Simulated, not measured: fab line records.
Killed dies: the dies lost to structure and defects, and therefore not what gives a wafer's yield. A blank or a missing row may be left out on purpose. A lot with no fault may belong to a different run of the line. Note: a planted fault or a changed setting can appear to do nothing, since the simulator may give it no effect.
fab line records | flow n5-finfet
record lots=7 | wafers=39
route steps=1938 shown DUMMY_GATE@228 SD_ACTIVATION@331 HKMG_FIN@438 GATE_CUT@466
start-h: hours from the record's first day to the start of the lot's first wafer shown | wait-h: how many hours have passed since the lot's step before this one | " identical to the entry in the row above | L1.1+2: one row covering several wafers at once | - no value present, or no start provided | * or withheld: withheld | < > ~ a bound
route shown NAME@n: NAME is a module with steps in the file, n the number in the route of the first one | usual: mean/standard deviation taken from wafers without a fault | same: alike in all rows | chamber/n: place in a boat | sites: each site's reading | _std_site: the values' standard deviation | _edge_site: the outer-site mean with the inner-site mean subtracted | radius-mm: how far each site lies from the wafer's centre | mask NAME#n: copy n | behind: the tool/chamber that last shaped the wafer | hold: the reason the lot was held/the length of the hold in hours/how it ended | device: transistor that didn't switch, given as n, p or np | end of line: tests run on the same wafers once the route is complete | a step given without rows: its recipe and nothing more | killed: dies lost to structure and defects at the first sort, not the wafer's yield | map: the dies of a wafer, with x for killed, . for not killed, _ for no die there
set.NAME: setting as actually run; set.NAME@STEP: the setting as run at that earlier step | model.NAME: the simulator's own value behind a step, which no gauge read
lots where settings were altered on purpose, with a table for each step and a row for each wafer
## steps
# step N5_DUMMY_GATE_EXPOSE_12
# recipe mask-id=GATE | na=0.33 | source-shape=annular | sigma-inner=0.2 | sigma-outer=0.6 | polarization=unpolarized | target-cd-nm=25 | dose-mj=34
lot.wafer        | tool           | chamber | start-h | wait-h | mask   | set.dose-mj
L078.1+2+3       | euv-scanner-01 | 0       | 69.91   | -      | GATE#0 | 32.06
L078.4+5+6       | "              | 0       | "       | "      | GATE#0 | 34
L083.1+2+3+4+5+6 | euv-scanner-01 | 0       | 101.33  | -      | GATE#0 | 34
L084.1+4+5       | euv-scanner-02 | 0       | 108.94  | -      | GATE#0 | 35.83
L084.2+3+6       | "              | 0       | "       | "      | GATE#0 | 34
L086.1+2+5       | euv-scanner-02 | 0       | 118.78  | -      | GATE#0 | 35.31
L086.3+4+6       | "              | 0       | "       | "      | GATE#0 | 34
L088.1+2+4       | euv-scanner-01 | 0       | 130.25  | -      | GATE#0 | 34
L088.3+5+6       | "              | 0       | "       | "      | GATE#0 | 32.35
L090.1+3+5       | euv-scanner-02 | 0       | 141.29  | -      | GATE#0 | 34
L090.2+4+6       | "              | 0       | "       | "      | GATE#0 | 36.55
L096.2+3+6       | euv-scanner-01 | 0       | 178.05  | -      | GATE#0 | 34
# step N5_DUMMY_GATE_PEB_13
# recipe peb-temp-c=100 | peb-time-s=60 | resist=CAR-EUV
# step N5_DUMMY_GATE_DEVELOP_14
# recipe develop-time-s=30 | developer=TMAH | resist=CAR-EUV | rinse-liquid=surfactant-rinse | dry=air-spin | dev-temp-c=23
# step N5_DUMMY_GATE_CD_MEAS_15
# recipe target-cd-nm=25.8 | landing-energy-ev=500 | detector=se-inlens
# usual cd-nm=25.01/0.2
lot.wafer | tool      | chamber | start-h | wait-h | set.dose-mj@DUMMY_GATE_EXPOSE_12 | cd-nm
L078.1    | cd-sem-01 | 0       | 70.03   | -      | 32.06                            | 25.88
L078.2    | "         | 0       | "       | "      | 32.06                            | 26.08
L078.3    | "         | 0       | "       | "      | 32.06                            | 26.08
L078.4    | "         | 0       | "       | "      | 34                               | 25.02
L078.5    | "         | 0       | "       | "      | 34                               | 24.90
L078.6    | "         | 0       | "       | "      | 34                               | 24.76
L083.1    | cd-sem-03 | 0       | 101.45  | -      | 34                               | 25.24
L083.2    | "         | 0       | "       | "      | 34                               | 25.16
L083.3    | "         | 0       | "       | "      | 34                               | 25.09
L083.4    | "         | 0       | "       | "      | 34                               | 25.33
L083.5    | "         | 0       | "       | "      | 34                               | 25.40
L083.6    | "         | 0       | "       | "      | 34                               | 25.28
L084.1    | cd-sem-01 | 0       | 109.06  | -      | 35.83                            | 24.10
L084.2    | "         | 0       | "       | "      | 34                               | 24.79
L084.3    | "         | 0       | "       | "      | 34                               | 24.68
L084.4    | "         | 0       | "       | "      | 35.83                            | 23.84
L084.5    | "         | 0       | "       | "      | 35.83                            | 24.15
L084.6    | "         | 0       | "       | "      | 34                               | 24.74
L086.1    | cd-sem-01 | 0       | 118.91  | -      | 35.31                            | 24.05
L086.2    | "         | 0       | "       | "      | 35.31                            | 24.09
L086.3    | "         | 0       | "       | "      | 34                               | 24.87
L086.4    | "         | 0       | "       | "      | 34                               | 25.13
L086.5    | "         | 0       | "       | "      | 35.31                            | 24.17
L086.6    | "         | 0       | "       | "      | 34                               | 24.58
L088.1    | cd-sem-01 | 0       | 130.38  | -      | 34                               | 25.10
L088.2    | "         | 0       | "       | "      | 34                               | 25.47
L088.3    | "         | 0       | "       | "      | 32.35                            | 25.66
L088.4    | "         | 0       | "       | "      | 34                               | 25.11
L088.5    | "         | 0       | "       | "      | 32.35                            | 25.99
L088.6    | "         | 0       | "       | "      | 32.35                            | 25.84
L090.1    | cd-sem-03 | 0       | 141.42  | -      | 34                               | 25.05
L090.2    | "         | 0       | "       | "      | 36.55                            | 23.86
L090.3    | "         | 0       | "       | "      | 34                               | 25.08
L090.4    | "         | 0       | "       | "      | 36.55                            | 23.83
L090.5    | "         | 0       | "       | "      | 34                               | 25.11
L090.6    | "         | 0       | "       | "      | 36.55                            | 23.42
L096.2    | cd-sem-01 | 0       | 178.17  | -      | 34                               | 25.01
L096.3    | "         | 0       | "       | "      | 34                               | 25.33
L096.6    | "         | 0       | "       | "      | 34                               | 24.98
# step N5_DUMMY_GATE_ETCH_37
# recipe chemistry=N2/H2 | target=SOC | target-depth-a=600 | overetch-a=300 | temp-c=40 | ion-energy-ev=200 | pressure-mtorr=30 | source-w=840 | bias-w=150 | n2-flow-sccm=200 | h2-flow-sccm=200
# usual rf-vpp-V=524.0/2.4
lot.wafer | tool        | chamber | start-h | wait-h | set.source-w | rf-vpp-V | model.SiARC_of_DUMMY_GATE_COAT_35.thk-nm
L078.1    | rie-diel-04 | 0       | 70.31   | 0.0    | 840          | 521.3    | 4.8
L078.2    | "           | 1       | "       | "      | 927.1        | 508.5    | 4.6
L078.3    | "           | 2       | "       | "      | 840          | 523.5    | 5
L078.4    | "           | 0       | "       | "      | 927.1        | 505.4    | 4.4
L078.5    | "           | 2       | "       | "      | 840          | 522.0    | 5.2
L078.6    | "           | 1       | "       | "      | 927.1        | 509.3    | 4.6
L083.1    | rie-diel-04 | 2       | 101.81  | 0.0    | 799.5        | 531.3    | 5.2
L083.2    | "           | 1       | "       | "      | 799.5        | 534.4    | 5
L083.3    | "           | 0       | "       | "      | 840          | 524.2    | 4.8
L083.4    | "           | 0       | "       | "      | 840          | 522.0    | 4.8
L083.5    | "           | 2       | "       | "      | 799.5        | 531.0    | 5.2
L083.6    | "           | 1       | "       | "      | 840          | 526.7    | 5
L084.1    | rie-diel-04 | 2       | 109.55  | 0.0    | 976.2        | 496.8    | 4.6
L084.2    | "           | 1       | "       | "      | 976.2        | 500.5    | 4.4
L084.3    | "           | 0       | "       | "      | 840          | 524.6    | 5
L084.4    | "           | 1       | "       | "      | 840          | 525.6    | 5
L084.5    | "           | 2       | "       | "      | 976.2        | 497.3    | 4.6
L084.6    | "           | 0       | "       | "      | 840          | 522.7    | 4.8
L086.1    | rie-diel-05 | 3       | 119.19  | 0.0    | 840          | 521.5    | 5
L086.2    | "           | 2       | "       | "      | 840          | 525.6    | 5
L086.3    | "           | 1       | "       | "      | 840          | 520.3    | 5
L086.4    | "           | 0       | "       | "      | 840          | 527.0    | 5.2
L086.5    | "           | 2       | "       | "      | 840          | 525.3    | 5
L086.6    | "           | 3       | "       | "      | 840          | 519.4    | 5
L088.1    | rie-diel-06 | 0       | 130.74  | 0.0    | 694.1        | 560.2    | 5.4
L088.2    | "           | 2       | "       | "      | 840          | 526.4    | 5
L088.3    | "           | 3       | "       | "      | 694.1        | 560.4    | 5.4
L088.4    | "           | 1       | "       | "      | 694.1        | 556.5    | 5.6
L088.5    | "           | 3       | "       | "      | 840          | 525.9    | 5
L088.6    | "           | 2       | "       | "      | 840          | 525.7    | 5
L090.1    | rie-diel-06 | 2       | 141.70  | 0.0    | 840          | 527.0    | 5
L090.2    | "           | 0       | "       | "      | 840          | 527.2    | 5
L090.3    | "           | 3       | "       | "      | 998.7        | 497.4    | 4.4
L090.4    | "           | 1       | "       | "      | 840          | 522.2    | 5.2
L090.5    | "           | 3       | "       | "      | 998.7        | 496.0    | 4.6
L090.6    | "           | 2       | "       | "      | 998.7        | 497.0    | 4.4
L096.2    | rie-diel-05 | 0       | 178.44  | 0.0    | 840          | 526.7    | 5.2
L096.3    | "           | 2       | "       | "      | 840          | 525.4    | 5
L096.6    | "           | 3       | "       | "      | 840          | 521.3    | 5
# step N5_DUMMY_GATE_STRIP_38
# recipe chemistry=N2/H2 | temp-c=40 | n2-flow-sccm=200 | h2-flow-sccm=200 | rf-frequency-hz=6e+07
# step N5_DUMMY_GATE_STRIP_39
# recipe chemistry=N2/H2 | temp-c=40 | n2-flow-sccm=200 | h2-flow-sccm=200 | rf-frequency-hz=6e+07
# step N5_DUMMY_GATE_TRIM_49
# recipe chemistry=O2 | resist=SOC | time-s=29 | target-cd-nm=14 | source-power-w=300 | bias-power-w=0 | O2_flow_sccm=100 | temp-c=20
lot.wafer | tool      | chamber | start-h | wait-h | set.dose-mj@DUMMY_GATE_EXPOSE_12 | model.DUMMY_GATE.cd-nm
L078.1+2  | rie-si-04 | 2,3     | 70.39   | 0.0    | 32.06                            | 14.8
L078.3    | "         | 1       | "       | "      | 32.06                            | 15
L078.4    | "         | 0       | "       | "      | 34                               | 13.4
L078.5    | "         | 0       | "       | "      | 34                               | 13.6
L078.6    | "         | 3       | "       | "      | 34                               | 13.8
L083.1+5  | rie-si-04 | 3       | 101.89  | 0.0    | 34                               | 14.2
L083.2    | "         | 2       | "       | "      | 34                               | 14.4
L083.3    | "         | 0       | "       | "      | 34                               | 13.8
L083.4+6  | "         | 1,2     | "       | "      | 34                               | 14
L084.1    | rie-si-01 | 3       | 109.63  | 0.0    | 35.83                            | 12.8
L084.2    | "         | 0       | "       | "      | 34                               | 13.8
L084.3+6  | "         | 1,3     | "       | "      | 34                               | 14
L084.4    | "         | 1       | "       | "      | 35.83                            | 13.2
L084.5    | "         | 0       | "       | "      | 35.83                            | 12.6
L086.1    | rie-si-01 | 3       | 119.27  | 0.0    | 35.31                            | 13.2
L086.2    | "         | 1       | "       | "      | 35.31                            | 13.4
L086.3    | "         | 0       | "       | "      | 34                               | 14
L086.4    | "         | 3       | "       | "      | 34                               | 14.2
L086.5    | "         | 0       | "       | "      | 35.31                            | 13
L086.6    | "         | 1       | "       | "      | 34                               | 13.8
L088.1+4  | rie-si-01 | 3,0     | 130.82  | 0.0    | 34                               | 14.4
L088.2    | "         | 0       | "       | "      | 34                               | 14
L088.3    | "         | 1       | "       | "      | 32.35                            | 15.4
L088.5+6  | "         | 3,1     | "       | "      | 32.35                            | 15
L090.1    | rie-si-02 | 0       | 141.78  | 0.0    | 34                               | 14
L090.2    | "         | 3       | "       | "      | 36.55                            | 12.8
L090.3    | "         | 2       | "       | "      | 34                               | 13.6
L090.4    | "         | 1       | "       | "      | 36.55                            | 13
L090.5    | "         | 0       | "       | "      | 34                               | 13.8
L090.6    | "         | 1       | "       | "      | 36.55                            | 12.4
L096.2+6  | rie-si-01 | 0,3     | 178.52  | 0.0    | 34                               | 14
L096.3    | "         | 2       | "       | "      | 34                               | 13.6
# step N5_DUMMY_GATE_STRIP_40
# recipe chemistry=CF4 | resist=SiARC | power-w=300 | bias-power-w=75 | pressure-mtorr=50 | cf4-flow-sccm=150 | rf-frequency-hz=6e+07
# step N5_DUMMY_GATE_CD_MEAS_50
# recipe target-cd-nm=14
# usual cd-nm=14.02/0.27
lot.wafer | tool      | chamber | start-h | wait-h | set.dose-mj@DUMMY_GATE_EXPOSE_12 | cd-nm
L078.1    | cd-sem-01 | -       | 70.54   | 0.0    | 32.06                            | 14.41
L078.2    | "         | -       | "       | "      | 32.06                            | 14.98
L078.3    | "         | -       | "       | "      | 32.06                            | 15.02
L078.4    | "         | -       | "       | "      | 34                               | 13.60
L078.5    | "         | -       | "       | "      | 34                               | 13.87
L078.6    | "         | -       | "       | "      | 34                               | 13.80
L083.1    | cd-sem-03 | -       | 102.17  | 0.0    | 34                               | 14.12
L083.2    | "         | -       | "       | "      | 34                               | 14.39
L083.3    | "         | -       | "       | "      | 34                               | 14.27
L083.4    | "         | -       | "       | "      | 34                               | 14.14
L083.5    | "         | -       | "       | "      | 34                               | 14.15
L083.6    | "         | -       | "       | "      | 34                               | 14.16
L084.1    | cd-sem-02 | -       | 109.78  | 0.0    | 35.83                            | 12.51
L084.2    | "         | -       | "       | "      | 34                               | 13.97
L084.3    | "         | -       | "       | "      | 34                               | 14.01
L084.4    | "         | -       | "       | "      | 35.83                            | 13.35
L084.5    | "         | -       | "       | "      | 35.83                            | 12.55
L084.6    | "         | -       | "       | "      | 34                               | 13.60
L086.1    | cd-sem-03 | -       | 119.41  | 0.0    | 35.31                            | 13.21
L086.2    | "         | -       | "       | "      | 35.31                            | 13.20
L086.3    | "         | -       | "       | "      | 34                               | 14.01
L086.4    | "         | -       | "       | "      | 34                               | 14.18
L086.5    | "         | -       | "       | "      | 35.31                            | 13.21
L086.6    | "         | -       | "       | "      | 34                               | 14.23
L088.1    | cd-sem-01 | -       | 131.21  | 0.0    | 34                               | 14.50
L088.2    | "         | -       | "       | "      | 34                               | 13.69
L088.3    | "         | -       | "       | "      | 32.35                            | 15.60
L088.4    | "         | -       | "       | "      | 34                               | 14.25
L088.5    | "         | -       | "       | "      | 32.35                            | 14.99
L088.6    | "         | -       | "       | "      | 32.35                            | 14.91
L090.1    | cd-sem-01 | -       | 141.93  | 0.0    | 34                               | 13.97
L090.2    | "         | -       | "       | "      | 36.55                            | 13.00
L090.3    | "         | -       | "       | "      | 34                               | 13.75
L090.4    | "         | -       | "       | "      | 36.55                            | 13.00
L090.5    | "         | -       | "       | "      | 34                               | 13.79
L090.6    | "         | -       | "       | "      | 36.55                            | 12.37
L096.2    | cd-sem-01 | -       | 178.68  | 0.0    | 34                               | 14.06
L096.3    | "         | -       | "       | "      | 34                               | 13.30
L096.6    | "         | -       | "       | "      | 34                               | 13.86
# step N5_DUMMY_GATE_ETCH_42
# recipe chemistry=CHF3/O2 | target=SiO2 | target-depth-a=35 | time-s=31 | ion-energy-ev=30 | bias-w=12 | pressure-mtorr=30 | source-w=600 | Ar_flow_sccm=200 | CHF3_flow_sccm=50 | O2_flow_sccm=5
# usual rf-vpp-V=42.6/1
lot.wafer | tool        | chamber | start-h | wait-h | set.bias-w | rf-vpp-V
L078.1    | rie-diel-06 | 2       | 71.08   | 0.0    | 12         | 44.4
L078.2    | "           | 0       | "       | "      | 12         | 45.2
L078.3    | "           | 1       | "       | "      | 12         | 41.0
L078.4    | "           | 3       | "       | "      | 12         | 43.6
L078.5    | "           | 2       | "       | "      | 12         | 43.3
L078.6    | "           | 3       | "       | "      | 12         | 43.2
L083.1    | rie-diel-06 | 0       | 102.80  | 0.1    | 11.1       | 40.5
L083.2    | "           | 2       | "       | "      | 12         | 44.7
L083.3    | "           | 1       | "       | "      | 11.1       | 38.9
L083.4    | "           | 3       | "       | "      | 12         | 43.4
L083.5    | "           | 3       | "       | "      | 12         | 43.6
L083.6    | "           | 2       | "       | "      | 11.1       | 41.7
L084.1    | rie-diel-06 | 2       | 110.33  | 0.0    | 12         | 42.1
L084.2    | "           | 1       | "       | "      | 12         | 41.8
L084.3    | "           | 3       | "       | "      | 13.15      | 45.5
L084.4    | "           | 0       | "       | "      | 12         | 43.2
L084.5    | "           | 0       | "       | "      | 13.15      | 46.4
L084.6    | "           | 1       | "       | "      | 13.15      | 45.4
L086.1    | rie-diel-05 | 2       | 119.96  | 0.0    | 10.68      | 38.1
L086.2    | "           | 0       | "       | "      | 12         | 41.9
L086.3    | "           | 1       | "       | "      | 10.68      | 38.9
L086.4    | "           | 3       | "       | "      | 12         | 42.5
L086.5    | "           | 3       | "       | "      | 10.68      | 39.0
L086.6    | "           | 2       | "       | "      | 12         | 41.7
L088.1    | rie-diel-04 | 2       | 132.28  | 0.5    | 13.15      | 46.3
L088.2    | "           | 0       | "       | "      | 12         | 41.2
L088.3    | "           | 1       | "       | "      | 13.15      | 46.8
L088.4    | "           | 0       | "       | "      | 12         | 42.6
L088.5    | "           | 1       | "       | "      | 13.15      | 47.1
L088.6    | "           | 2       | "       | "      | 12         | 42.9
L090.1    | rie-diel-05 | 1       | 142.47  | 0.0    | 12         | 43.0
L090.2    | "           | 2       | "       | "      | 12         | 41.4
L090.3    | "           | 0       | "       | "      | 14.24      | 50.9
L090.4    | "           | 3       | "       | "      | 14.24      | 48.0
L090.5    | "           | 1       | "       | "      | 12         | 42.1
L090.6    | "           | 2       | "       | "      | 14.24      | 47.1
L096.2    | rie-diel-04 | 0       | 179.28  | 0.1    | 12         | 44.7
L096.3    | "           | 3       | "       | "      | 12         | 41.3
L096.6    | "           | 2       | "       | "      | 12         | 43.1
# step N5_SD_ACTIVATION_LSA_01
# recipe temp-c=1080 | time-s=0.0008 | ambient=N2
lot.wafer        | tool            | chamber | start-h | wait-h | set.time-s
L078.1+4+6       | laser-anneal-01 | 0       | 82.14   | 0.2    | 0.0008
L078.2+3+5       | "               | 0       | "       | "      | 0.0009751
L083.1+2+3       | laser-anneal-02 | 0       | 112.72  | 0.2    | 0.0008
L083.4+5+6       | "               | 0       | "       | "      | 0.0009733
L084.1+3+5       | laser-anneal-01 | 0       | 123.80  | 0.2    | 0.001049
L084.2+4+6       | "               | 0       | "       | "      | 0.0008
L086.1+2+6       | laser-anneal-01 | 0       | 130.08  | 0.2    | 0.0008
L086.3+4+5       | "               | 0       | "       | "      | 0.000601
L088.1+2+3+4+5+6 | laser-anneal-01 | 0       | 143.87  | 0.2    | 0.0008
L090.1+3+4       | laser-anneal-01 | 0       | 153.50  | 0.2    | 0.000893
L090.2+5+6       | "               | 0       | "       | "      | 0.0008
L096.2+3+6       | laser-anneal-01 | 0       | 191.13  | 0.2    | 0.0008
# step N5_SD_ACTIVATION_RS_MEAS_03
# recipe thk-meas-gauge=four-point-probe
# usual RS_SD_N=21.79/0.27 | RS_SD_P=55.5/0.83
lot.wafer | tool          | chamber | start-h | wait-h | set.time-s@SD_ACTIVATION_LSA_01 | RS_SD_N[ohm/sq] | RS_SD_P[ohm/sq]
L078.1    | film-metro-01 | -       | 82.34   | 0.2    | 0.0008                          | 22.31           | 55.5
L078.2    | "             | -       | "       | "      | 0.0009751                       | 21.43           | 55.1
L078.3    | "             | -       | "       | "      | 0.0009751                       | 21.87           | 55.7
L078.4    | "             | -       | "       | "      | 0.0008                          | 22.10           | 55.7
L078.5    | "             | -       | "       | "      | 0.0009751                       | 21.57           | 55.9
L078.6    | "             | -       | "       | "      | 0.0008                          | 22.39           | 56.2
L083.1    | film-metro-01 | -       | 112.92  | 0.2    | 0.0008                          | 21.80           | 56.1
L083.2    | "             | -       | "       | "      | 0.0008                          | 21.81           | 55.2
L083.3    | "             | -       | "       | "      | 0.0008                          | 21.80           | 54.4
L083.4    | "             | -       | "       | "      | 0.0009733                       | 21.33           | 55.1
L083.5    | "             | -       | "       | "      | 0.0009733                       | 21.08           | 55.8
L083.6    | "             | -       | "       | "      | 0.0009733                       | 21.01           | 55.3
L084.1    | film-metro-01 | -       | 124.00  | 0.2    | 0.001049                        | 21.10           | 55.5
L084.2    | "             | -       | "       | "      | 0.0008                          | 21.83           | 55.5
L084.3    | "             | -       | "       | "      | 0.001049                        | 20.91           | 54.7
L084.4    | "             | -       | "       | "      | 0.0008                          | 21.87           | 55.9
L084.5    | "             | -       | "       | "      | 0.001049                        | 21.25           | 55.5
L084.6    | "             | -       | "       | "      | 0.0008                          | 21.96           | 55.9
L086.1    | film-metro-01 | -       | 130.30  | 0.2    | 0.0008                          | 21.59           | 57.3
L086.2    | "             | -       | "       | "      | 0.0008                          | 21.66           | 58.0
L086.3    | "             | -       | "       | "      | 0.000601                        | 23.09           | 58.3
L086.4    | "             | -       | "       | "      | 0.000601                        | 22.65           | 57.4
L086.5    | "             | -       | "       | "      | 0.000601                        | 22.64           | 57.9
L086.6    | "             | -       | "       | "      | 0.0008                          | 21.20           | 58.2
L088.1    | film-metro-01 | -       | 144.08  | 0.2    | 0.0008                          | 22.48           | 55.1
L088.2    | "             | -       | "       | "      | 0.0008                          | 22.20           | 55.4
L088.3    | "             | -       | "       | "      | 0.0008                          | 21.92           | 54.9
L088.4    | "             | -       | "       | "      | 0.0008                          | 22.14           | 55.1
L088.5    | "             | -       | "       | "      | 0.0008                          | 22.07           | 55.8
L088.6    | "             | -       | "       | "      | 0.0008                          | 21.91           | 55.9
L090.1    | film-metro-02 | -       | 153.71  | 0.2    | 0.000893                        | 21.05           | 54.5
L090.2    | "             | -       | "       | "      | 0.0008                          | 21.26           | 54.7
L090.3    | "             | -       | "       | "      | 0.000893                        | 21.26           | 54.6
L090.4    | "             | -       | "       | "      | 0.000893                        | 21.60           | 54.7
L090.5    | "             | -       | "       | "      | 0.0008                          | 21.45           | 54.1
L090.6    | "             | -       | "       | "      | 0.0008                          | 21.58           | 55.2
L096.2    | film-metro-01 | -       | 191.32  | 0.2    | 0.0008                          | 21.68           | 55.3
L096.3    | "             | -       | "       | "      | 0.0008                          | 21.69           | 54.4
L096.6    | "             | -       | "       | "      | 0.0008                          | 21.79           | 55.0
# step N5_HKMG_FIN_ETCH_35
# recipe chemistry=N2/H2 | target=SOC | target-depth-a=2158 | ion-energy-ev=65 | bias-w=5 | source-w=3000 | time-s=243.4 | pressure-mtorr=30 | n2-flow-sccm=200 | h2-flow-sccm=200
lot.wafer | tool        | chamber | start-h | wait-h | set.target-depth-a | model.SOC_of_HKMG_FIN_COAT_29.thk-nm | model.HKMG_FIN.feature-depth-nm | model.etch.depth-nm
L078.1    | rie-diel-01 | 2       | 99.79   | 0.0    | 2158               | 83.8                                 | 216                             | 216
L078.2    | "           | 0       | "       | "      | 2029               | 97.8                                 | 202.6                           | 202.6
L078.3    | "           | 3       | "       | "      | 2029               | 93.4                                 | 206.8                           | 206.8
L078.4    | "           | 1       | "       | "      | 2158               | 79                                   | 220.4                           | 220.4
L078.5    | "           | 0       | "       | "      | 2158               | 88                                   | 212.6                           | 212.6
L078.6    | "           | 1       | "       | "      | 2029               | 93                                   | 207                             | 206.9
L083.1    | rie-diel-03 | 2       | 129.43  | 0.0    | 2158               | 83.6                                 | 214.8                           | 214.8
L083.2    | "           | 1       | "       | "      | 2002               | 99.8                                 | 199.2                           | 199.3
L083.3    | "           | 3       | "       | "      | 2002               | 101.2                                | 198                             | 198.1
L083.4    | "           | 0       | "       | "      | 2158               | 90.6                                 | 209.4                           | 209.4
L083.5    | "           | 3       | "       | "      | 2002               | 99.8                                 | 199.8                           | 199.7
L083.6    | "           | 2       | "       | "      | 2158               | 81.8                                 | 217.6                           | 217.5
L084.1    | rie-diel-03 | 1       | 140.77  | 0.0    | 1938               | 105                                  | 194.8                           | 194.8
L084.2    | "           | 0       | "       | "      | 2158               | 90.4                                 | 208.4                           | 208.4
L084.3    | "           | 2       | "       | "      | 2158               | 82.4                                 | 217.6                           | 217.5
L084.4    | "           | 3       | "       | "      | 2158               | 86                                   | 214.2                           | 214.2
L084.5    | "           | 0       | "       | "      | 1938               | 110.8                                | 189.2                           | 189.2
L084.6    | "           | 1       | "       | "      | 1938               | 104                                  | 195.8                           | 195.8
L086.1    | rie-diel-01 | 1       | 148.20  | 0.0    | 2158               | 80.6                                 | 219                             | 219.1
L086.2    | "           | 3       | "       | "      | 2346               | 64                                   | 235.8                           | 235.9
L086.3    | "           | 2       | "       | "      | 2158               | 81.6                                 | 217.6                           | 217.6
L086.4    | "           | 3       | "       | "      | 2158               | 81                                   | 218.4                           | 218.5
L086.5    | "           | 2       | "       | "      | 2346               | 64.4                                 | 235.4                           | 235.5
L086.6    | "           | 1       | "       | "      | 2346               | 59.6                                 | 239.2                           | 239.3
L088.1    | rie-diel-02 | 1       | 160.52  | 0.0    | 2158               | 78.6                                 | 220                             | 220
L088.2    | "           | 3       | "       | "      | 2158               | 82.2                                 | 216.4                           | 216.4
L088.3    | "           | 0       | "       | "      | 2158               | 79.2                                 | 219.6                           | 219.6
L088.4    | "           | 2       | "       | "      | 2158               | 79.8                                 | 219                             | 219
L088.5    | "           | 0       | "       | "      | 2158               | 79                                   | 220.4                           | 220.4
L088.6    | "           | 3       | "       | "      | 2158               | 82.6                                 | 216.2                           | 216.3
L090.1    | rie-diel-01 | 2       | 170.72  | 0.0    | 2158               | 82.2                                 | 217.8                           | 217.7
L090.2    | "           | 1       | "       | "      | 2301               | 64.8                                 | 235.6                           | 235.6
L090.3    | "           | 3       | "       | "      | 2301               | 65.4                                 | 233.8                           | 233.8
L090.4    | "           | 3       | "       | "      | 2158               | 79.2                                 | 219.4                           | 219.5
L090.5    | "           | 2       | "       | "      | 2301               | 66.4                                 | 233.2                           | 233.1
L090.6    | "           | 1       | "       | "      | 2158               | 79.2                                 | 219.8                           | 219.7
L096.2    | rie-diel-02 | 3       | 209.02  | 0.0    | 2158               | 84.8                                 | 215.4                           | 215.3
L096.3    | "           | 1       | "       | "      | 2158               | 82.8                                 | 218.2                           | 218.2
L096.6    | "           | 1       | "       | "      | 2158               | 84                                   | 217.6                           | 217.6
# step N5_GATE_CUT_ETCH_56
# recipe chemistry=Cl2/Ar | target=TiN | target-depth-a=216 | pressure-mtorr=10 | icp-w=600 | bias-w=60 | Cl2_flow_sccm=40 | Ar_flow_sccm=60
lot.wafer | tool         | chamber | start-h | wait-h | set.target-depth-a | model.etch.depth-nm
L078.1    | rie-metal-02 | 0       | 104.38  | 0.1    | 191.9              | 19.33
L078.2    | "            | 1       | "       | "      | 216                | 21.65
L078.3    | "            | 0       | "       | "      | 216                | 21.71
L078.4    | "            | 1       | "       | "      | 216                | 21.47
L078.5    | "            | 0       | "       | "      | 191.9              | 19.4
L078.6    | "            | 1       | "       | "      | 191.9              | 19.14
L083.1    | rie-metal-01 | 0       | 133.65  | 0.1    | 216                | 21.7
L083.2    | "            | 1       | "       | "      | 216                | 22.12
L083.3    | "            | 1       | "       | "      | 216                | 22.14
L083.4    | "            | 0       | "       | "      | 216                | 21.51
L083.5    | "            | 1       | "       | "      | 216                | 22.18
L083.6    | "            | 0       | "       | "      | 216                | 21.48
L084.1    | rie-metal-02 | 0       | 145.33  | 0.1    | 216                | 21.98
L084.2    | "            | 1       | "       | "      | 216                | 21.56
L084.3    | "            | 0       | "       | "      | 191.2              | 19.19
L084.4    | "            | 1       | "       | "      | 191.2              | 19.03
L084.5    | "            | 0       | "       | "      | 216                | 21.81
L084.6    | "            | 1       | "       | "      | 191.2              | 19.05
L086.1    | rie-metal-02 | 0       | 152.56  | 0.1    | 241.8              | 24.4
L086.2    | "            | 1       | "       | "      | 241.8              | 24.17
L086.3    | "            | 1       | "       | "      | 241.8              | 24.2
L086.4    | "            | 0       | "       | "      | 216                | 21.92
L086.5    | "            | 0       | "       | "      | 216                | 21.77
L086.6    | "            | 1       | "       | "      | 216                | 21.38
L088.1    | rie-metal-01 | 1       | 164.97  | 0.2    | 196.1              | 20.13
L088.2    | "            | 1       | "       | "      | 196.1              | 20.32
L088.3    | "            | 1       | "       | "      | 196.1              | 20.24
L088.4    | "            | 1       | "       | "      | 216                | 22.3
L088.5    | "            | 1       | "       | "      | 216                | 22
L088.6    | "            | 1       | "       | "      | 216                | 22.35
L090.1    | rie-metal-03 | 1       | 175.09  | 0.1    | 197.7              | 20.26
L090.2    | "            | 0       | "       | "      | 216                | 22.17
L090.3    | "            | 1       | "       | "      | 216                | 22.05
L090.4    | "            | 0       | "       | "      | 197.7              | 20.39
L090.5    | "            | 1       | "       | "      | 197.7              | 20.11
L090.6    | "            | 0       | "       | "      | 216                | 22.37
L096.2    | rie-metal-02 | 1       | 213.43  | 0.1    | 216                | 21.55
L096.3    | "            | 1       | "       | "      | 216                | 21.68
L096.6    | "            | 1       | "       | "      | 216                | 21.49
## key
split step=N5_DUMMY_GATE_EXPOSE_12 | setting=dose-mj | stated=34 | by=wafer
response step=N5_DUMMY_GATE_CD_MEAS_15 | reading=cd-nm | change=-0.169 | per=1% | r=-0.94
response step=N5_DUMMY_GATE_TRIM_49 | reading=model.DUMMY_GATE.cd-nm | change=-0.181 | per=1% | r=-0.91
response step=N5_DUMMY_GATE_CD_MEAS_50 | reading=cd-nm | change=-0.18 | per=1% | r=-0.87
split step=N5_DUMMY_GATE_ETCH_37 | setting=source-w | stated=840 | by=wafer
response step=N5_DUMMY_GATE_ETCH_37 | reading=rf-vpp-V | change=-1.64 | per=1% | r=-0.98
response step=N5_DUMMY_GATE_ETCH_37 | reading=model.SiARC_of_DUMMY_GATE_COAT_35.thk-nm | change=-0.0305 | per=1% | r=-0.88
split step=N5_DUMMY_GATE_ETCH_42 | setting=bias-w | stated=12 | by=wafer
response step=N5_DUMMY_GATE_ETCH_42 | reading=rf-vpp-V | change=+0.367 | per=1% | r=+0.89
split step=N5_SD_ACTIVATION_LSA_01 | setting=time-s | stated=0.0008 | by=wafer
response step=N5_SD_ACTIVATION_RS_MEAS_03 | reading=RS_SD_N | change=-0.0327 | per=1% | r=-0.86
split step=N5_HKMG_FIN_ETCH_35 | setting=target-depth-a | stated=2158 | by=wafer
response step=N5_HKMG_FIN_ETCH_35 | reading=model.SOC_of_HKMG_FIN_COAT_29.thk-nm | change=-2.05 | per=1% | r=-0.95
response step=N5_HKMG_FIN_ETCH_35 | reading=model.HKMG_FIN.feature-depth-nm | change=+2.05 | per=1% | r=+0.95
response step=N5_HKMG_FIN_ETCH_35 | reading=model.etch.depth-nm | change=+2.05 | per=1% | r=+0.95
split step=N5_GATE_CUT_ETCH_56 | setting=target-depth-a | stated=216 | by=wafer
response step=N5_GATE_CUT_ETCH_56 | reading=model.etch.depth-nm | change=+0.22 | per=1% | r=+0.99
